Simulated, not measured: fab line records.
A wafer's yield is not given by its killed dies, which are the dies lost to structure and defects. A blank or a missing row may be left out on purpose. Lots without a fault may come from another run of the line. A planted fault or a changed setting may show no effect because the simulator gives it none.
Which of the tools did it?	flow n5Finfet	24 lots, 72 wafers sampled, at 6 steps of a route of 1938

WHAT THE GAUGES READ, wafer by wafer
N5_MOL_CONTACT_COAG_INSPECT_97: inspects for defects (darkfield).
lot	measured	on	rawDefectCount
L074	day 5 14:58	defectInspect-02	56 40 64
L075	day 5 18:43	defectInspect-02	65 31 40
L076	day 5 23:10	defectInspect-01	44 69 24
L077	day 6 08:35	defectInspect-02	30 32 40
L078	day 6 12:46	defectInspect-02	33 32 34
L079	day 6 16:47	defectInspect-02	49 93 39
L080	day 6 19:47	defectInspect-01	38 21 59
L081	day 7 05:04	defectInspect-01	45 70 30
L082	day 7 11:26	defectInspect-01	47 25 24
L083	day 7 19:07	defectInspect-01	31 30 24
L084	day 7 22:07	defectInspect-02	68 46 40
L085	day 8 11:13	defectInspect-01	31 71 25
L086	day 8 14:11	defectInspect-02	52 32 52
L087	day 8 18:35	defectInspect-02	46 23 70
L088	day 9 00:24	defectInspect-02	36 45 34
L089	day 9 03:25	defectInspect-02	65 83 32
L090	day 9 09:28	defectInspect-02	33 32 17
L091	day 9 12:29	defectInspect-02	58 87 29
L092	day 10 03:25	defectInspect-02	52 37 42
L093	day 10 06:23	defectInspect-01	72 51 52
L094	day 10 09:25	defectInspect-02	43 67 59
L095	day 10 22:23	defectInspect-01	47 47 44
L096	day 11 01:50	defectInspect-02	42 57 73
L097	day 11 04:50	defectInspect-02	33 35 32

N5_BEOL_M0_SAQP_CD_MEAS_29 targets a cd of 14.4 nm.
lot	measured	on	cdNm (nm)
L074	day 5 21:47	cdSem-02	15.14 15.06 15.30
L075	day 6 02:13	cdSem-03	14.85 14.64 14.91
L076	day 6 04:07	cdSem-01	15.12 15.20 14.98
L077	day 6 13:35	cdSem-02	15.49 14.88 15.15
L078	day 6 19:02	cdSem-03	14.87 14.80 14.64
L079	day 6 22:16	cdSem-02	15.21 15.02 15.08
L080	day 7 03:31	cdSem-02	15.24 14.91 14.93
L081	day 7 09:56	cdSem-03	15.54 14.68 15.03
L082	day 7 17:40	cdSem-03	14.81 15.19 14.85
L083	day 8 01:49	cdSem-02	14.57 14.51 15.04
L084	day 8 04:20	cdSem-02	14.73 14.77 15.13
L085	day 8 18:28	cdSem-02	14.45 15.59 15.49
L086	day 8 21:31	cdSem-02	14.88 14.82 14.74
L087	day 9 02:59	cdSem-03	15.05 15.00 14.92
L088	day 9 05:08	cdSem-01	15.39 15.19 15.19
L089	day 9 11:08	cdSem-02	14.75 15.25 14.55
L090	day 9 16:59	cdSem-01	14.59 14.27 14.54
L091	day 9 20:13	cdSem-03	14.95 14.73 14.72
L092	day 10 10:04	cdSem-02	14.61 14.79 14.66
L093	day 10 12:25	cdSem-01	15.00 14.92 15.00
L094	day 10 15:00	cdSem-02	14.85 15.08 14.81
L095	day 11 04:23	cdSem-01	15.23 15.02 15.10
L096	day 11 09:58	cdSem-03	15.04 14.50 15.22
L097	day 11 10:47	cdSem-03	15.12 15.16 14.89

WHAT TOOL EACH LOT RAN ON (gives the tool, then ch and the chambers of the sampled wafers, and finally the start)
lot	N5_MOL_CONTACT_COAG_SPUTTER_130	N5_MOL_CONTACT_COAG_ALD_131	N5_MOL_CONTACT_COAG_DESCUM_45	N5_BEOL_M0_SAQP_MANDREL_ETCH_20
L074	pvdSputter-03, day 5 04:56	aldSin-03 ch 0,3, day 5 09:00	rieDiel-02 ch 2,3, day 5 10:17	rieSi-01 ch 0,1, day 5 18:36
L075	pvdSputter-03, day 5 08:41	aldSin-03 ch 1,2,3, day 5 12:48	rieDiel-02 ch 1,2, day 5 13:58	rieSi-01 ch 0,1, day 5 22:59
L076	pvdSputter-03, day 5 13:10	aldSin-04 ch 2,3, day 5 17:26	rieDiel-02 ch 0,3, day 5 18:32	rieSi-06 ch 0,1, day 6 01:05
L077	pvdSputter-01, day 5 21:55	aldSin-03 ch 0,2,3, day 6 02:13	rieDiel-04 ch 0,1, day 6 03:54	rieSi-04 ch 0,1,3, day 6 10:29
L078	pvdSputter-01, day 6 02:35	aldSin-03 ch 0,1,3, day 6 06:40	rieDiel-04 ch 1,2, day 6 08:05	rieSi-01 ch 0,1,3, day 6 15:58
L079	pvdSputter-03, day 6 06:29	aldSin-01 ch 1,2,3, day 6 10:40	rieDiel-05 ch 0,3, day 6 11:50	rieSi-04 ch 0,2,3, day 6 18:52
L080	pvdSputter-02, day 6 09:31	aldSin-01 ch 0,1,3, day 6 13:40	rieDiel-04 ch 0,1,2, day 6 14:54	rieSi-04 ch 1,2,3, day 6 22:47
L081	pvdSputter-01, day 6 17:56	aldSin-04 ch 0,1, day 6 22:50	rieDiel-04 ch 1,2, day 6 23:56	rieSi-06 ch 1,2, day 7 06:47
L082	pvdSputter-02, day 7 00:13	aldSin-04 ch 0,2,3, day 7 05:07	rieDiel-02 ch 0,3, day 7 06:46	rieSi-04 ch 1,3, day 7 14:07
L083	pvdSputter-01, day 7 08:41	aldSin-04 ch 0,2, day 7 13:08	rieDiel-05 ch 1,3, day 7 14:29	rieSi-06 ch 0,2,3, day 7 21:17
L084	pvdSputter-01, day 7 08:57	aldSin-04 ch 1,2,3, day 7 13:41	rieDiel-02 ch 0,1, day 7 15:04	rieSi-04 ch 0,2, day 8 01:17
L085	pvdSputter-03, day 8 00:15	aldSin-04 ch 0,1,2, day 8 04:47	rieDiel-02 ch 0,1,2, day 8 06:33	rieSi-01 ch 0,2,3, day 8 13:11
L086	pvdSputter-01, day 8 03:15	aldSin-03 ch 1,2,3, day 8 07:17	rieDiel-05 ch 2,3, day 8 08:35	rieSi-01 ch 0,1,2, day 8 18:20
L087	pvdSputter-02, day 8 07:58	aldSin-03 ch 0,1,3, day 8 12:23	rieDiel-02 ch 0,1,2, day 8 13:38	rieSi-04 ch 0,1,2, day 8 23:56
L088	pvdSputter-02, day 8 11:09	aldSin-03 ch 0,1,3, day 8 18:14	rieDiel-04 ch 0,2,3, day 8 19:35	rieSi-01 ch 1,2,3, day 9 01:53
L089	pvdSputter-02, day 8 14:50	aldSin-01 ch 0,1,2, day 8 20:31	rieDiel-02 ch 0,1,2, day 8 21:38	rieSi-06 ch 1,2,3, day 9 06:35
L090	pvdSputter-02, day 8 23:07	aldSin-04 ch 2,3, day 9 03:29	rieDiel-05 ch 0,1,3, day 9 04:44	rieSi-01 ch 1,3, day 9 11:26
L091	pvdSputter-02, day 9 01:52	aldSin-01 ch 1,3, day 9 06:22	rieDiel-02 ch 0,2, day 9 07:37	rieSi-04 ch 0,1,3, day 9 16:05
L092	pvdSputter-03, day 9 14:57	aldSin-04 ch 0,2,3, day 9 20:10	rieDiel-04 ch 0,2,3, day 9 21:37	rieSi-04 ch 1,2,3, day 10 06:53
L093	pvdSputter-02, day 9 18:44	aldSin-03 ch 0,1,2, day 9 22:47	rieDiel-05 ch 0,1,3, day 10 00:11	rieSi-01 ch 0,1,2, day 10 09:05
L094	pvdSputter-03, day 9 23:24	aldSin-03 ch 0,1,2, day 10 03:26	rieDiel-02 ch 0,1,3, day 10 04:41	rieSi-06 ch 0,1,2, day 10 11:02
L095	pvdSputter-01, day 10 10:24	aldSin-01 ch 0,2,3, day 10 16:10	rieDiel-05 ch 1,2, day 10 17:35	rieSi-06 ch 1,2, day 11 00:44
L096	pvdSputter-01, day 10 14:46	aldSin-04 ch 0,1,3, day 10 19:19	rieDiel-02 ch 0,1,3, day 10 21:08	rieSi-06 ch 1,2,3, day 11 06:49
L097	pvdSputter-01, day 10 15:17	aldSin-04 ch 0,1,3, day 10 20:08	rieDiel-02 ch 1,2,3, day 10 21:32	rieSi-04 ch 0,1,3, day 11 07:41
- N5_MOL_CONTACT_COAG_SPUTTER_130: material Co, target thk 47.5 nm.
- N5_MOL_CONTACT_COAG_ALD_131: deposits SiO2, target thk 5 nm, pulse time 1 s, co reactant pulse time 1 s.
- N5_MOL_CONTACT_COAG_DESCUM_45: chemistry O2, time 7 s.
- N5_BEOL_M0_SAQP_MANDREL_ETCH_20: etches a-Si in HBr/Cl2, stops on SiNx, target depth 60 nm, bt time 10 s, time 30 s.

AS READ BY THE TOOLS THEMSELVES (means over the sampled wafers that have a number; for cases with no such wafer, the mark the record gives instead)
N5_MOL_CONTACT_COAG_SPUTTER_130.
lot	tool	throttleValvePct (%)
L074	pvdSputter-03	31.1
L075	pvdSputter-03	31.3
L076	pvdSputter-03	31.2
L077	pvdSputter-01	29.3
L078	pvdSputter-01	29.4
L079	pvdSputter-03	31.3
L080	pvdSputter-02	30.0
L081	pvdSputter-01	28.9
L082	pvdSputter-02	30.6
L083	pvdSputter-01	29.4
L084	pvdSputter-01	27.7
L085	pvdSputter-03	31.0
L086	pvdSputter-01	29.2
L087	pvdSputter-02	30.1
L088	pvdSputter-02	30.6
L089	pvdSputter-02	30.7
L090	pvdSputter-02	30.1
L091	pvdSputter-02	30.7
L092	pvdSputter-03	31.5
L093	pvdSputter-02	30.8
L094	pvdSputter-03	31.3
L095	pvdSputter-01	27.6
L096	pvdSputter-01	29.6
L097	pvdSputter-01	29.5

N5_MOL_CONTACT_COAG_ALD_131.
lot	tool	chamberPressureTorr (Torr)	heaterPowerW (W)	precursorPulseHeightRel
L074	aldSin-03	1.999	85	1.014
L075	aldSin-03	1.999	80	1.022
L076	aldSin-04	2.003	75	1.006
L077	aldSin-03	2.001	83	0.970
L078	aldSin-03	1.998	78	0.996
L079	aldSin-01	2.000	80	0.999
L080	aldSin-01	2.006	82	1.013
L081	aldSin-04	1.999	75	0.986
L082	aldSin-04	2.001	78	1.010
L083	aldSin-04	2.004	75	0.987
L084	aldSin-04	2.003	77	1.019
L085	aldSin-04	2.005	75	0.981
L086	aldSin-03	1.999	79	1.008
L087	aldSin-03	1.998	79	1.003
L088	aldSin-03	2.002	81	1.002
L089	aldSin-01	1.997	88	0.997
L090	aldSin-04	1.995	76	1.011
L091	aldSin-01	1.999	78	0.994
L092	aldSin-04	2.001	77	0.992
L093	aldSin-03	1.998	76	0.987
L094	aldSin-03	1.998	77	1.000
L095	aldSin-01	2.002	84	1.006
L096	aldSin-04	1.997	77	1.021
L097	aldSin-04	1.999	77	1.005

N5_MOL_CONTACT_COAG_DESCUM_45.
lot	tool	drypumpMotorCurrentA (A)	oesProductAu (a.u.)	rfVppV (V)	showerheadPlenumPTorr (Torr)	throttleValvePct (%)
L074	rieDiel-02	6.2	0.71	243.6	2.07	20.30
L075	rieDiel-02	5.8	0.69	242.8	2.14	20.64
L076	rieDiel-02	6.4	0.70	242.2	2.06	20.26
L077	rieDiel-04	5.5	0.85	245.3	2.22	20.38
L078	rieDiel-04	5.4	0.70	244.1	2.14	20.36
L079	rieDiel-05	5.3	0.78	243.3	2.11	20.26
L080	rieDiel-04	5.5	0.76	243.6	2.16	20.41
L081	rieDiel-04	5.4	0.69	244.0	2.13	20.37
L082	rieDiel-02	6.2	0.68	242.4	2.03	20.32
L083	rieDiel-05	5.7	0.88	243.1	2.07	20.32
L084	rieDiel-02	6.0	0.78	242.0	2.07	20.36
L085	rieDiel-02	5.9	0.77	243.0	2.08	20.41
L086	rieDiel-05	5.5	0.80	241.4	1.94	20.26
L087	rieDiel-02	5.9	0.76	243.0	2.08	20.42
L088	rieDiel-04	5.7	0.83	243.6	2.10	20.33
L089	rieDiel-02	5.9	0.76	242.7	2.08	20.42
L090	rieDiel-05	5.6	0.87	243.8	2.11	20.20
L091	rieDiel-02	5.8	0.68	241.6	2.03	20.52
L092	rieDiel-04	5.7	0.81	243.4	2.10	20.35
L093	rieDiel-05	5.6	0.86	243.1	2.10	20.21
L094	rieDiel-02	6.2	0.75	242.8	2.08	20.34
L095	rieDiel-05	5.7	0.73	241.5	1.99	20.35
L096	rieDiel-02	6.2	0.74	243.4	2.08	20.34
L097	rieDiel-02	6.0	0.84	242.6	2.09	20.24

N5_BEOL_M0_SAQP_MANDREL_ETCH_20.
lot	tool	drypumpMotorCurrentA (A)	oesProductAu (a.u.)	throttleValvePct (%)
L074	rieSi-01	5.1	0.766	35.3
L075	rieSi-01	5.1	0.776	35.3
L076	rieSi-06	6.2	0.770	35.9
L077	rieSi-04	5.5	0.751	35.5
L078	rieSi-01	5.3	0.781	35.4
L079	rieSi-04	5.9	0.777	35.8
L080	rieSi-04	5.9	0.760	35.6
L081	rieSi-06	6.0	0.778	36.0
L082	rieSi-04	5.6	0.764	35.4
L083	rieSi-06	5.8	0.769	35.6
L084	rieSi-04	6.2	0.780	35.9
L085	rieSi-01	5.5	0.764	35.5
L086	rieSi-01	5.3	0.766	35.2
L087	rieSi-04	5.8	0.763	35.6
L088	rieSi-01	5.6	0.752	35.4
L089	rieSi-06	5.9	0.772	35.9
L090	rieSi-01	5.6	0.764	35.6
L091	rieSi-04	5.6	0.756	35.5
L092	rieSi-04	5.9	0.756	35.7
L093	rieSi-01	5.3	0.762	35.3
L094	rieSi-06	5.8	0.768	35.7
L095	rieSi-06	5.6	0.782	35.8
L096	rieSi-06	5.9	0.779	35.9
L097	rieSi-04	5.5	0.762	35.4

THE ANSWER, worked out from the rows above alone
Rule: the usual values come from the lots themselves. Put in order of their means at a reading, lots are off if they are a third of the lots or fewer, leave a main group of 4 or more, and stand apart from it by a gap of 3 or more times the standard deviation of the main group's means; of several such gaps the widest counts. A main group is skipped when, at the precision printed for the reading in the tables above, its means are all equal. A lot without any number at a reading at which 4 lots or more have one is off too. The other lots that the step has rows for count as sound. After the gauges, taken in route order, come the tools' own readings; for these a lot's mean is taken, as printed above. The first step at which some lot is off is used, and at that step the reading that is off furthest; a lot without a number counts as furthest.
Across all readings shown, no lot is off: no conclusion can be drawn from this.

WHAT HAD BEEN PUT IN BY THE SIMULATOR
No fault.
